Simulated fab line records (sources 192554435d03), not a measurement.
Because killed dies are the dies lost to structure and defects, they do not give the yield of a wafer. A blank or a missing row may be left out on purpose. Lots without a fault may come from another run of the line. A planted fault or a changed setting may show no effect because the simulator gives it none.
Chamber matching    flow n5Finfet    uvCure-02 running N5_BEOL_M5_CURE_80: 3 sister chambers
The step cures SiCOH lowk, time 120 s. 3 wafers are shown with their chamber, then 11 later ones without.

WAFERS WITH THEIR CHAMBER
wafer   chamber  wafer_temp_C_max
L075.6  2        371.0
L082.6  1        373.0
L085.2  0        371.6

WAFERS WHOSE CHAMBER IS MISSING
wafer   wafer_temp_C_max
L085.3  371.9
L085.4  371.2
L089.2  371.5
L089.3  371.5
L089.6  371.7
L093.1  371.4
L093.4  371.3
L093.6  371.5
L093.2  371.4
L093.3  371.4
L093.5  371.5

THE CHAMBER EACH PASSED THROUGH
wafer    from the rows above       in truth
L085.3   0                         0
L085.4   can't be placed: 2 or 0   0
L089.2   0                         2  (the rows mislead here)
L089.3   0                         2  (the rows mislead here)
L089.6   0                         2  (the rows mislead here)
L093.1   can't be placed: 0 or 2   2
L093.4   can't be placed: 0 or 2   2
L093.6   0                         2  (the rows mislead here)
L093.2   can't be placed: 0 or 2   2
L093.3   can't be placed: 0 or 2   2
L093.5   0                         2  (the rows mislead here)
1 of 11 placed correctly. These rows do not allow placing 5 (true chamber among the candidates in 5). Number placed wrongly: 5.
How it was worked out, from the rows above alone: a wafer's distance from a chamber is the root of the sum, over the readings, of the square of ((its reading less the chamber's mean) divided by the reading's scatter). If the next closest chamber is less than 2 further off than the closest, the wafer can't be placed; otherwise it belongs to the closest. A chamber's mean is the mean of its shown wafers. The scatter: with one shown wafer a chamber, the root of the mean of the squares of how far each hidden wafer lies from its nearest shown one.
